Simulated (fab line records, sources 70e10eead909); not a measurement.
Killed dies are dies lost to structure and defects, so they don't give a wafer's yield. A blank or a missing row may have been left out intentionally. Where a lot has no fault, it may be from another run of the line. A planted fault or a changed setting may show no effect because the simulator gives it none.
Which tool was responsible?	flow nand-harc	Sampling: 24 lots, 72 wafers, 6 of 1302 route steps

WHAT THE GAUGES READ, wafer by wafer
No reading from a measuring or inspecting step in the record can be judged against a usual standard deviation.

WHICH TOOL RAN EACH LOT (tool, then ch and the chambers of the sampled wafers, then the start)
lot	NHARC_A_CHANNEL_HOLE_D2_ETCH_25	NHARC_A_CHANNEL_FILL_D2_ALD_15	NHARC_A_STAIRCASE_DEP_156	NHARC_A_STAIRCASE_ETCH_15	NHARC_A_STAIRCASE_TRIM_24	NHARC_A_STAIRCASE_STRIP_175
L074	har-etch-02 ch 0,1, day 13 02:18	ald-sin-batch-01 ch 0, day 15 07:32 or earlier	pecvd-04 ch 0,1,2, day 15 07:32	rie-diel-12 ch 2,3, day 15 13:14 or earlier	rie-diel-04 ch 0,1,3, day 15 13:14 or earlier	plasma-asher-02 ch 0,1, day 15 13:14
L075	har-etch-02 ch 0,1, day 13 10:35	ald-sin-batch-01 ch 0, day 15 17:54 or earlier	pecvd-03 ch 0,1,2, day 15 17:54	rie-diel-12 ch 2,3, day 15 22:47 or earlier	rie-diel-12 ch 0,1, day 15 22:47 or earlier	plasma-asher-02 ch 0,1, day 15 22:47
L076	har-etch-01 ch 0, day 14 01:47	ald-sin-batch-01 ch 0, day 16 05:33 or earlier	pecvd-04 ch 0,2, day 16 05:33	rie-diel-05 ch 1,2,3, day 16 11:46 or earlier	rie-diel-05 ch 2,3, day 16 11:46 or earlier	plasma-asher-02 ch 0,1, day 16 11:46
L078	har-etch-02 ch 0,1, day 14 11:12	ald-sin-batch-01 ch 0, day 16 13:58 or earlier	pecvd-04 ch 0,1,2, day 16 13:58	rie-diel-04 ch 0,2,3, day 16 19:29 or earlier	rie-diel-04 ch 0,1,2, day 16 19:29 or earlier	plasma-asher-01 ch 0,1, day 16 19:29
L077	har-etch-01 ch 0,1, day 14 13:28	ald-sin-batch-01 ch 0, day 16 13:50 or earlier	pecvd-04 ch 0,1,2, day 16 13:50	rie-diel-05 ch 0,2, day 16 19:43 or earlier	rie-diel-05 ch 0,1,2, day 16 19:43 or earlier	plasma-asher-01 ch 0,1, day 16 19:43
L079	har-etch-01 ch 0,1, day 15 14:33	ald-sin-batch-02 ch 0, day 17 18:08 or earlier	pecvd-04 ch 0,1,2, day 17 18:08	rie-diel-05 ch 1,2,3, day 17 23:14 or earlier	rie-diel-04 ch 0,1,2, day 17 23:14 or earlier	plasma-asher-02 ch 0,1, day 17 23:14
L081	har-etch-02 ch 0,1, day 16 00:08	ald-sin-batch-01 ch 0, day 18 03:44 or earlier	pecvd-01 ch 0,1,2, day 18 03:44	rie-diel-04 ch 1,2,3, day 18 09:25 or earlier	rie-diel-05 ch 0,2,3, day 18 09:25 or earlier	plasma-asher-02 ch 0,1, day 18 09:25
L080	har-etch-01 ch 0,1, day 16 01:05	ald-sin-batch-01 ch 0, day 18 03:50 or earlier	pecvd-03 ch 1,2, day 18 03:50	rie-diel-04 ch 0,1,3, day 18 12:11 or earlier	rie-diel-04 ch 0,1,2, day 18 12:11 or earlier	plasma-asher-01 ch 0,1, day 18 12:11
L082	har-etch-01 ch 0, day 16 14:56	ald-sin-batch-03 ch 0, day 18 20:43 or earlier	pecvd-03 ch 0,2, day 18 20:43	rie-diel-05 ch 0,1,2, day 19 01:49 or earlier	rie-diel-05 ch 0,3, day 19 01:49 or earlier	plasma-asher-01 ch 0,1, day 19 01:49
L085	har-etch-02 ch 0, day 17 13:01	ald-sin-batch-01 ch 0, day 19 20:06 or earlier	pecvd-01 ch 0,1, day 19 20:06	rie-diel-12 ch 2,3, day 20 03:19 or earlier	rie-diel-05 ch 0,3, day 20 03:19 or earlier	plasma-asher-02 ch 0, day 20 03:19
L084	har-etch-01 ch 0,1, day 17 16:23	ald-sin-batch-01 ch 0, day 19 16:31 or earlier	pecvd-04 ch 0,1,2, day 19 16:31	rie-diel-04 ch 0,1, day 20 01:16 or earlier	rie-diel-05 ch 0,1,2, day 20 01:16 or earlier	plasma-asher-01 ch 0,1, day 20 01:16
L083	har-etch-02 ch 0,1, day 17 17:02	ald-sin-batch-01 ch 0, day 19 16:31 or earlier	pecvd-03 ch 0,2, day 19 16:31	rie-diel-04 ch 0,2,3, day 20 01:29 or earlier	rie-diel-05 ch 0,1,2, day 20 01:29 or earlier	plasma-asher-01 ch 0,1, day 20 01:29
L086	har-etch-02 ch 0,1, day 18 02:52	ald-sin-batch-01 ch 0, day 20 09:19 or earlier	pecvd-04 ch 1,2, day 20 09:19	rie-diel-04 ch 1,2,3, day 20 14:03 or earlier	rie-diel-04 ch 1,2, day 20 14:03 or earlier	plasma-asher-01 ch 0,1, day 20 14:03
L087	har-etch-01 ch 0,1, day 18 08:44	ald-sin-batch-01 ch 0, day 20 14:10 or earlier	pecvd-03 ch 0,2, day 20 14:10	rie-diel-12 ch 1,2,3, day 20 19:08 or earlier	rie-diel-12 ch 0,1,2, day 20 19:08 or earlier	plasma-asher-02 ch 0,1, day 20 19:08
L089	har-etch-01 ch 0,1, day 19 08:32	ald-sin-batch-01 ch 0, day 21 12:10 or earlier	pecvd-04 ch 0,1,2, day 21 12:10	rie-diel-04 ch 1,2,3, day 21 17:16 or earlier	rie-diel-12 ch 0,1,2, day 21 17:16 or earlier	plasma-asher-02 ch 0,1, day 21 17:16
L088	har-etch-02 ch 0,1, day 19 10:43	ald-sin-batch-01 ch 0, day 21 12:14 or earlier	pecvd-03 ch 0,1,2, day 21 12:14	rie-diel-04 ch 0,2,3, day 21 17:40 or earlier	rie-diel-04 ch 1,3, day 21 17:40 or earlier	plasma-asher-02 ch 0,1, day 21 17:40
L090	har-etch-01 ch 0,1, day 20 06:32	ald-sin-batch-01 ch 0, day 22 11:37 or earlier	pecvd-04 ch 0,1, day 22 11:37	rie-diel-05 ch 0,1,2, day 22 16:35 or earlier	rie-diel-05 ch 0,2,3, day 22 16:35 or earlier	plasma-asher-02 ch 0,1, day 22 16:35
L091	har-etch-02 ch 0,1, day 20 08:16	ald-sin-batch-01 ch 0, day 22 11:29 or earlier	pecvd-01 ch 0,1,2, day 22 11:29	rie-diel-04 ch 0,1,3, day 22 16:52 or earlier	rie-diel-12 ch 0,1,3, day 22 16:52 or earlier	plasma-asher-02 ch 0,1, day 22 16:52
L093	har-etch-01 ch 0,1, day 21 00:10	ald-sin-batch-01 ch 0, day 23 07:24 or earlier	pecvd-01 ch 0,1,2, day 23 07:24	rie-diel-12 ch 0,1,3, day 23 12:53 or earlier	rie-diel-12 ch 1,2,3, day 23 12:53 or earlier	plasma-asher-02 ch 0,1, day 23 12:53
L092	har-etch-02 ch 0,1, day 21 03:24	ald-sin-batch-01 ch 0, day 23 07:26 or earlier	pecvd-04 ch 0,1,2, day 23 07:26	rie-diel-05 ch 1,2,3, day 23 15:47 or earlier	rie-diel-05 ch 0,1,3, day 23 15:47 or earlier	plasma-asher-02 ch 0,1, day 23 15:47
L094	har-etch-01 ch 0,1, day 21 15:58	ald-sin-batch-03 ch 0, day 23 19:17 or earlier	pecvd-03 ch 0,2, day 23 19:17	rie-diel-04 ch 0,2, day 24 00:16 or earlier	rie-diel-04 ch 0,2,3, day 24 00:16 or earlier	plasma-asher-01 ch 0,1, day 24 00:16
L096	har-etch-01 ch 0,1, day 22 05:28	ald-sin-batch-02 ch 0, day 24 09:26 or earlier	pecvd-03 ch 0,1, day 24 09:26	rie-diel-05 ch 1,2,3, day 24 15:16 or earlier	rie-diel-05 ch 0,2,3, day 24 15:16 or earlier	plasma-asher-01 ch 0,1, day 24 15:16
L095	har-etch-02 ch 0, day 22 07:02	ald-sin-batch-02 ch 0, day 24 09:21 or earlier	pecvd-04 ch 0,2, day 24 09:21	rie-diel-05 ch 0,3, day 24 14:17 or earlier	rie-diel-05 ch 0,2, day 24 14:17 or earlier	plasma-asher-01 ch 0,1, day 24 14:17
L097	har-etch-01 ch 0,1, day 22 18:12	ald-sin-batch-02 ch 0, day 24 21:48 or earlier	pecvd-01 ch 1,2, day 24 21:48	rie-diel-04 ch 1,2, day 25 02:49 or earlier	rie-diel-05 ch 1,2, day 25 02:49 or earlier	plasma-asher-01 ch 0,1, day 25 02:49
- NHARC_A_CHANNEL_HOLE_D2_ETCH_25: etches the open film in C4F8/O2/Ar, time 1040.2 s, target depth 1500 nm.
- NHARC_A_CHANNEL_FILL_D2_ALD_15: deposits SiNx, target thk 2 nm, pulse time 60 s, ald cycles 19.
- NHARC_A_STAIRCASE_DEP_156: deposits SiNx, target thk 50 nm.
- NHARC_A_STAIRCASE_ETCH_15: etches the open film in C4F8/O2, target depth 100 nm, time 40.5 s.
- NHARC_A_STAIRCASE_TRIM_24: chemistry O2, time 211.2 s.
- NHARC_A_STAIRCASE_STRIP_175: strips in O2.

WHAT THE TOOLS THEMSELVES READ (means of the sampled wafers that have a number; where no wafer has one, the mark that the record gives instead)
NHARC_A_CHANNEL_HOLE_D2_ETCH_25. Usual: chamber-pressure-mTorr 19.998 mTorr, standard deviation 0.019; drypump-motor-current-A 5.6 A, standard deviation 0.36; he-backside-leak-sccm 6.3 sccm, standard deviation 0.88; showerhead-plenum-p-Torr 3.68 Torr, standard deviation 0.12; throttle-valve-pct 32.235 %, standard deviation 0.0099.
lot	tool	chamber-pressure-mTorr (mTorr)	drypump-motor-current-A (A)	he-backside-leak-sccm (sccm)	showerhead-plenum-p-Torr (Torr)	throttle-valve-pct (%)	flag
L074	har-etch-02	19.986	5.7	7.4	3.75	32.237	
L075	har-etch-02	19.978	5.7	7.0	3.83	32.236	
L076	har-etch-01	19.999	6.1	6.5	3.59	32.231	
L078	har-etch-02	19.994	5.7	7.0	3.82	32.243	
L077	har-etch-01	20.011	5.4	6.7	3.65	32.235	
L079	har-etch-01	19.998	5.4	6.3	3.64	32.234	
L081	har-etch-02	19.978	5.7	7.4	3.73	32.234	
L080	har-etch-01	19.995	5.7	6.5	3.61	32.243	
L082	har-etch-01	19.994	6.1	6.8	3.58	32.236	
L085	har-etch-02	19.990	5.7	4.5	3.63	32.230	
L084	har-etch-01	20.004	5.4	6.6	3.62	32.230	
L083	har-etch-02	19.996	5.7	5.3	3.80	32.238	
L086	har-etch-02	19.966	5.7	5.3	3.80	32.238	
L087	har-etch-01	19.984	5.7	6.7	3.59	32.231	
L089	har-etch-01	19.997	5.4	6.7	3.61	32.235	
L088	har-etch-02	20.009	5.7	5.3	3.79	32.234	
L090	har-etch-01	20.002	5.8	6.8	3.58	32.240	
L091	har-etch-02	20.013	5.7	5.5	3.78	32.239	
L093	har-etch-01	19.993	5.4	6.8	3.60	32.235	
L092	har-etch-02	19.996	5.7	5.1	3.69	32.234	
L094	har-etch-01	20.004	5.8	7.1	3.57	32.238	
L096	har-etch-01	19.989	5.8	7.2	3.56	32.237	
L095	har-etch-02	20.006	5.7	4.8	3.60	32.242	
L097	har-etch-01	20.007	5.4	6.5	3.58	32.237	

NHARC_A_CHANNEL_FILL_D2_ALD_15. Usual: precursor-pulse-height-rel reads 0.997 (standard deviation 0.02).
lot	tool	precursor-pulse-height-rel	flag
L074	ald-sin-batch-01	0.985	
L075	ald-sin-batch-01	0.998	
L076	ald-sin-batch-01	1.006	
L078	ald-sin-batch-01	0.991	
L077	ald-sin-batch-01	0.971	
L079	ald-sin-batch-02	1.013	
L081	ald-sin-batch-01	1.006	
L080	ald-sin-batch-01	0.984	
L082	ald-sin-batch-03	1.024	
L085	ald-sin-batch-01	1.014	
L084	ald-sin-batch-01	1.002	
L083	ald-sin-batch-01	0.981	
L086	ald-sin-batch-01	0.992	
L087	ald-sin-batch-01	1.006	
L089	ald-sin-batch-01	0.986	
L088	ald-sin-batch-01	0.987	
L090	ald-sin-batch-01	1.013	
L091	ald-sin-batch-01	0.993	
L093	ald-sin-batch-01	0.980	
L092	ald-sin-batch-01	0.997	
L094	ald-sin-batch-03	1.006	
L096	ald-sin-batch-02	0.985	
L095	ald-sin-batch-02	0.993	
L097	ald-sin-batch-02	0.977	

NHARC_A_STAIRCASE_DEP_156. Usual: heater-power-w reads 724 W (standard deviation 92).
lot	tool	heater-power-w (W)	flag
L074	pecvd-04	656	
L075	pecvd-03	758	
L076	pecvd-04	689	
L078	pecvd-04	681	
L077	pecvd-04	657	
L079	pecvd-04	673	
L081	pecvd-01	762	
L080	pecvd-03	718	
L082	pecvd-03	812	
L085	pecvd-01	782	
L084	pecvd-04	648	
L083	pecvd-03	777	
L086	pecvd-04	693	
L087	pecvd-03	668	
L089	pecvd-04	651	
L088	pecvd-03	760	
L090	pecvd-04	667	
L091	pecvd-01	848	
L093	pecvd-01	794	
L092	pecvd-04	688	
L094	pecvd-03	689	
L096	pecvd-03	812	
L095	pecvd-04	709	
L097	pecvd-01	837	

NHARC_A_STAIRCASE_ETCH_15. Usual: bias-w 1000 W, standard deviation 3.2; chamber-pressure-mTorr 24.999 mTorr, standard deviation 0.022; oes-product-au 0.947 a.u., standard deviation 0.016; rf-vpp-V 895 V, standard deviation 3.9.
lot	tool	bias-w (W)	chamber-pressure-mTorr (mTorr)	oes-product-au (a.u.)	rf-vpp-V (V)	flag
L074	rie-diel-12	997	24.987	0.937	895	
L075	rie-diel-12	1001	25.016	0.926	892	
L076	rie-diel-05	998	24.989	0.952	893	
L078	rie-diel-04	997	24.999	0.961	898	
L077	rie-diel-05	1003	24.976	0.948	894	
L079	rie-diel-05	1001	24.995	0.947	892	
L081	rie-diel-04	998	24.979	0.944	898	
L080	rie-diel-04	997	24.980	0.959	897	
L082	rie-diel-05	1002	24.987	0.936	891	
L085	rie-diel-12	997	24.980	0.929	892	
L084	rie-diel-04	1001	25.008	0.952	897	
L083	rie-diel-04	1001	25.008	0.933	898	
L086	rie-diel-04	1000	24.995	0.954	898	
L087	rie-diel-12	1003	25.007	0.954	894	
L089	rie-diel-04	1000	25.013	0.947	898	
L088	rie-diel-04	998	25.021	0.946	897	
L090	rie-diel-05	1000	25.013	0.947	891	
L091	rie-diel-04	998	25.007	0.943	896	
L093	rie-diel-12	1000	25.006	0.946	891	
L092	rie-diel-05	1000	25.007	0.944	891	
L094	rie-diel-04	1001	24.979	0.967	900	
L096	rie-diel-05	1003	25.025	0.949	890	
L095	rie-diel-05	998	24.991	0.929	892	
L097	rie-diel-04	1000	25.004	0.960	899	

NHARC_A_STAIRCASE_TRIM_24. Usual: chamber-pressure-mTorr 60.00 mTorr, standard deviation 0.055; drypump-motor-current-A 5.82 A, standard deviation 0.26; oes-product-au 1.000 a.u., standard deviation 0.015; rf-vpp-V 57.4 V, standard deviation 0.86; showerhead-plenum-p-Torr 3.46 Torr, standard deviation 0.11; throttle-valve-pct 17.036 %, standard deviation 0.0088.
lot	tool	chamber-pressure-mTorr (mTorr)	drypump-motor-current-A (A)	oes-product-au (a.u.)	rf-vpp-V (V)	showerhead-plenum-p-Torr (Torr)	throttle-valve-pct (%)	flag
L074	rie-diel-04	60.00	5.71	1.001	57.4	3.55	17.030	
L075	rie-diel-12	59.97	5.83	1.008	57.2	3.46	17.028	
L076	rie-diel-05	59.97	5.86	0.994	58.0	3.45	17.037	
L078	rie-diel-04	59.99	5.93	1.001	57.7	3.63	17.028	
L077	rie-diel-05	59.97	5.87	1.008	57.1	3.43	17.037	
L079	rie-diel-04	60.02	5.93	1.008	56.8	3.62	17.033	
L081	rie-diel-05	59.98	5.77	0.991	57.7	3.45	17.029	
L080	rie-diel-04	59.99	5.95	1.012	57.4	3.62	17.026	
L082	rie-diel-05	60.04	5.53	0.998	58.1	3.43	17.039	
L085	rie-diel-05	59.98	5.66	0.997	57.4	3.42	17.047	
L084	rie-diel-05	59.99	5.86	0.999	57.1	3.42	17.039	
L083	rie-diel-05	60.02	5.87	0.993	57.4	3.42	17.036	
L086	rie-diel-04	60.06	5.79	1.008	56.9	3.63	17.027	
L087	rie-diel-12	59.98	5.84	1.010	57.7	3.48	17.029	
L089	rie-diel-12	59.98	5.82	1.001	57.6	3.48	17.043	
L088	rie-diel-04	60.05	5.58	1.000	57.1	3.51	17.040	
L090	rie-diel-05	60.07	5.77	0.995	58.2	3.43	17.034	
L091	rie-diel-12	59.98	5.76	0.990	57.7	3.42	17.048	
L093	rie-diel-12	59.96	5.74	0.989	56.8	3.45	17.035	
L092	rie-diel-05	59.97	5.74	0.992	57.0	3.37	17.036	
L094	rie-diel-04	60.02	5.91	1.011	58.2	3.55	17.034	
L096	rie-diel-05	59.99	5.76	1.000	57.7	3.42	17.037	
L095	rie-diel-05	60.00	5.87	0.998	58.3	3.45	17.041	
L097	rie-diel-05	60.00	6.09	1.002	56.5	3.40	17.050	

NHARC_A_STAIRCASE_STRIP_175. Usual: drypump-motor-current-A 5.8 A, standard deviation 0.5; heater-power-w 327 W, standard deviation 24.
lot	tool	drypump-motor-current-A (A)	heater-power-w (W)	flag
L074	plasma-asher-02	5.8	346	
L075	plasma-asher-02	5.7	343	
L076	plasma-asher-02	5.7	344	
L078	plasma-asher-01	6.0	306	
L077	plasma-asher-01	6.0	302	
L079	plasma-asher-02	5.9	341	
L081	plasma-asher-02	5.9	340	
L080	plasma-asher-01	5.5	311	
L082	plasma-asher-01	5.6	306	
L085	plasma-asher-02	6.0	341	
L084	plasma-asher-01	5.6	311	
L083	plasma-asher-01	6.0	306	
L086	plasma-asher-01	5.5	304	
L087	plasma-asher-02	5.7	353	
L089	plasma-asher-02	5.7	353	
L088	plasma-asher-02	5.9	350	
L090	plasma-asher-02	5.9	345	
L091	plasma-asher-02	5.9	346	
L093	plasma-asher-02	5.9	354	
L092	plasma-asher-02	5.9	343	
L094	plasma-asher-01	6.0	295	
L096	plasma-asher-01	5.6	307	
L095	plasma-asher-01	6.0	298	
L097	plasma-asher-01	5.6	308	

THE ANSWER, worked out from the rows above alone
Rule: a lot counts as off when the mean over its wafers that have a number is more than 3 standard deviations away from the usual mean. A lot without any number at a reading at which 4 lots or more have one is off too. All remaining lots with rows at the step are treated as sound. The gauges are gone through in route order, then the tools' own readings, and for those a lot's mean is taken as printed above. At the first step where some lot is off, the reading lying furthest off is the one used; lots without a number count as furthest.
Nothing can be told from this: no lot is off at any reading shown.

WHAT THE SIMULATOR HAD INSERTED
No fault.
